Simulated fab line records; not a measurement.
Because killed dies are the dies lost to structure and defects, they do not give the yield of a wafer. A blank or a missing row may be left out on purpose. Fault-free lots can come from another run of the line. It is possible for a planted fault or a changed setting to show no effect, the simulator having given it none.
Chamber matching | flow n5-finfet | N5_BEOL_M5_PRE_CLEAN_77 on cvd-co-01: 3 sister chambers
The step time 15 s. 27 wafers are shown with their chamber, then 12 later ones without.

EACH WAFER AND ITS CHAMBER
wafer  | chamber | heater-power-w (W)
L080.1 | 2       | 45
L080.2 | 1       | 78
L080.6 | 0       | 67
L081.2 | 0       | 67
L081.4 | 2       | 46
L081.5 | 1       | 76
L084.1 | 0       | 68
L084.3 | 2       | 46
L084.5 | 0       | 67
L085.2 | 1       | 76
L085.4 | 0       | 67
L085.5 | 2       | 47
L082.3 | 1       | 77
L082.4 | 0       | 69
L082.5 | 2       | 46
L086.2 | 0       | 65
L086.4 | 0       | 68
L086.6 | 2       | 46
L088.3 | 0       | 68
L088.4 | 1       | 77
L088.5 | 0       | 68
L087.2 | 1       | 78
L087.3 | 0       | 67
L087.4 | 1       | 77
L089.1 | 1       | 78
L089.3 | 0       | 68
L089.4 | 0       | 68

SIGNATURES (means of the wafers above)
reading        | chamber 0 | chamber 1 | chamber 2 | scatter within a chamber
heater-power-w | 67.46     | 77.12     | 46.00     | 0.869
Rule: for a wafer and a chamber, the distance is found by dividing, reading by reading, the gap between the wafer's reading and the chamber's mean by the reading's scatter, squaring, summing and taking the root. The wafer belongs to the nearest chamber; if the next one is less than 2 further off, it can't be placed. The scatter: the root of (the sum of the squares of (reading less its chamber's mean) over the shown wafers, divided by (wafers less chambers)).

WAFERS WHOSE CHAMBER IS MISSING
wafer  | heater-power-w (W)
L090.1 | 67
L090.2 | 77
L090.3 | 46
L091.1 | 67
L091.2 | 78
L091.5 | 75
L095.2 | 77
L095.4 | 77
L095.6 | 47
L096.1 | 79
L096.2 | 47
L096.6 | 68

THE CHAMBER EACH PASSED THROUGH
wafer  | from the rows above | in truth
L090.1 | 0                   | 0
L090.2 | 1                   | 1
L090.3 | 2                   | 2
L091.1 | 0                   | 0
L091.2 | 1                   | 1
L091.5 | 1                   | 1
L095.2 | 1                   | 1
L095.4 | 1                   | 1
L095.6 | 2                   | 2
L096.1 | 1                   | 1
L096.2 | 2                   | 2
L096.6 | 0                   | 0
Correct placement for 12 of the 12. Not placeable from these rows: 0. Wrongly placed: 0.
